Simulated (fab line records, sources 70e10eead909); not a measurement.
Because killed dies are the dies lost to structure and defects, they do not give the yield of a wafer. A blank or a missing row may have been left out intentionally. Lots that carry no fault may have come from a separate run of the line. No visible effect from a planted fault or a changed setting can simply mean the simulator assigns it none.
Comparing a struck lot with a sound one + flow nand_harc + 13 steps out of a route of 1302
Sound: these wafers, L636.1, L636.3, L636.6. Wafers struck: L639.1, L639.3, L639.4. The cause is named last.
Order at every step that has rows: each side's tool, ch and its chambers, its first start. Under that, the readings that differ: sound wafers + struck wafers + difference of the means + sigmas: that difference in standard deviations of wafers without a fault.
alike: a reading whose means differ by less than 2 such deviations, as well as words and numbers matching on both sides. not compared: withheld readings; readings where some wafer has no value; bounds like >300 that might hide an equal value; numbers whose values overlap and for which the record gives no deviation.
A row with sigmas, a row that says differs or no value, or rows on one side alone: a step with any of these is where the two part. Numbers that have no deviation but don't overlap get no sigmas and don't part them. A reading that every wafer of one side lacks parts them only if that side has two wafers or more.

NHARC_A_ONON_D2_THK_MEAS_34: measures by ellipsometry.
  sound on film_metro-01, day 16 14:21; struck on film_metro-01, day 17 17:19
  alike: thk_nm
NHARC_A_ONON_D2_INSPECT_32:
  sound on defect_inspect-02, day 16 14:25; struck on defect_inspect-01, day 17 17:25
  alike: raw_defect_count
NHARC_A_CHANNEL_HOLE_D2_DEP_00: deposits aC, target thk 3100 nm.
  sound on acl_dep-02 ch 0, day 16 19:41; struck on acl_dep-01 ch 0, day 17 19:20
  alike: throttle_valve_pct
NHARC_A_CHANNEL_HOLE_D2_DEP_01: deposits SiON, target thk 140 nm.
  sound on pecvd-04 ch 1,2, day 16 21:36; struck on pecvd-01 ch 1,2, day 17 21:16
  alike: heater_power_w
then, 7 steps without rows for these wafers: NHARC_A_CHANNEL_HOLE_D2_DEHYDRATE_02 (time 120 s); NHARC_A_CHANNEL_HOLE_D2_HMDS_03 (time 30 s); NHARC_A_CHANNEL_HOLE_D2_COAT_36 (time 75 s); NHARC_A_CHANNEL_HOLE_D2_COAT_37 (time 65 s); NHARC_A_CHANNEL_HOLE_D2_COAT_04 (resist thk 90 nm); NHARC_A_CHANNEL_HOLE_D2_SOFTBAKE_05 (time 55 s); NHARC_A_CHANNEL_HOLE_D2_EBR_06.
NHARC_A_CHANNEL_HOLE_D2_EXPOSE_07: exposes mask HOLE D2, target cd 100 nm.
  struck on arfi_scanner-01, day 17 21:43; sound on arfi_scanner-03 ch 0, day 16 22:11
  no value came back on the struck wafers for exposure_dose_mJ_cm2, focus_offset_nm (nm); on the sound wafers exposure_dose_mJ_cm2 reads 59.58 59.54 59.53
  alike: mask
then, 1 step without rows for these wafers: NHARC_A_CHANNEL_HOLE_D2_PEB_08 (peb time 65 s).

## WHERE THEY PART
Only at NHARC_A_CHANNEL_HOLE_D2_EXPOSE_07, as far as this record shows.

WHY: the cause the simulator had injected
Step skipped in full: arfi_scanner-01, at NHARC_A_CHANNEL_HOLE_D2_EXPOSE_07, from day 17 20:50 onward. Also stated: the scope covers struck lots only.
